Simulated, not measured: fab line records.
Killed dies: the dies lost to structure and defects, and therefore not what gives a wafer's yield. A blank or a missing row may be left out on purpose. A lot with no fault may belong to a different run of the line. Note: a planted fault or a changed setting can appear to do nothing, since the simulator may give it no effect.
Chamber matching :: flow n5 finfet :: 4 sister chambers for N5_BEOL_M14_ETCH_59 on rie diel-04
The step etches BARC in N2/H2, target depth 89 nm, overetch 26.7 nm, time 67.9 s. 4 wafers are shown with their chamber, then 12 later ones without.

WAFERS PAIRED WITH THEIR CHAMBERS
wafer: L078.2
chamber: 1
throttle valve pct (%): 18.09

wafer: L084.2
chamber: 2
throttle valve pct (%): 17.65

wafer: L089.4
chamber: 3
throttle valve pct (%): 17.42

wafer: L089.6
chamber: 0
throttle valve pct (%): 17.29

WAFERS MISSING THEIR CHAMBER
wafer: L087.2
throttle valve pct (%): 17.63

wafer: L087.3
throttle valve pct (%): 17.31

wafer: L087.5
throttle valve pct (%): 17.43

wafer: L090.2
throttle valve pct (%): 18.14

wafer: L090.4
throttle valve pct (%): 17.64

wafer: L090.5
throttle valve pct (%): 17.45

wafer: L093.1
throttle valve pct (%): 17.65

wafer: L093.5
throttle valve pct (%): 17.45

wafer: L093.6
throttle valve pct (%): 17.65

wafer: L092.1
throttle valve pct (%): 17.66

wafer: L092.4
throttle valve pct (%): 17.34

wafer: L092.6
throttle valve pct (%): 17.47

THE CHAMBER EACH PASSED THROUGH
wafer: L087.2
from the rows above: 2
in truth: 2

wafer: L087.3
from the rows above: 0
in truth: 0

wafer: L087.5
from the rows above: 3
in truth: 3

wafer: L090.2
from the rows above: 1
in truth: 1

wafer: L090.4
from the rows above: 2
in truth: 2

wafer: L090.5
from the rows above: 3
in truth: 3

wafer: L093.1
from the rows above: 2
in truth: 2

wafer: L093.5
from the rows above: 3
in truth: 3

wafer: L093.6
from the rows above: 2
in truth: 2

wafer: L092.1
from the rows above: 2
in truth: 2

wafer: L092.4
from the rows above: can't be placed: 0 or 3
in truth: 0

wafer: L092.6
from the rows above: 3
in truth: 3
Correct placement for 11 of the 12. Unplaceable from these rows: 1, with the true chamber sitting among the candidates in 1. Placed wrongly: 0.
How it was worked out, from the rows above alone: a wafer's distance from a chamber is the root of the sum, over the readings, of the square of ((its reading less the chamber's mean) divided by the reading's scatter). If the next closest chamber is less than 2 further off than the closest, the wafer can't be placed; otherwise it belongs to the closest. For every chamber, the mean is computed from those of its wafers that are shown. The scatter: with one shown wafer a chamber, the root of the mean of the squares of how far each hidden wafer lies from its nearest shown one.
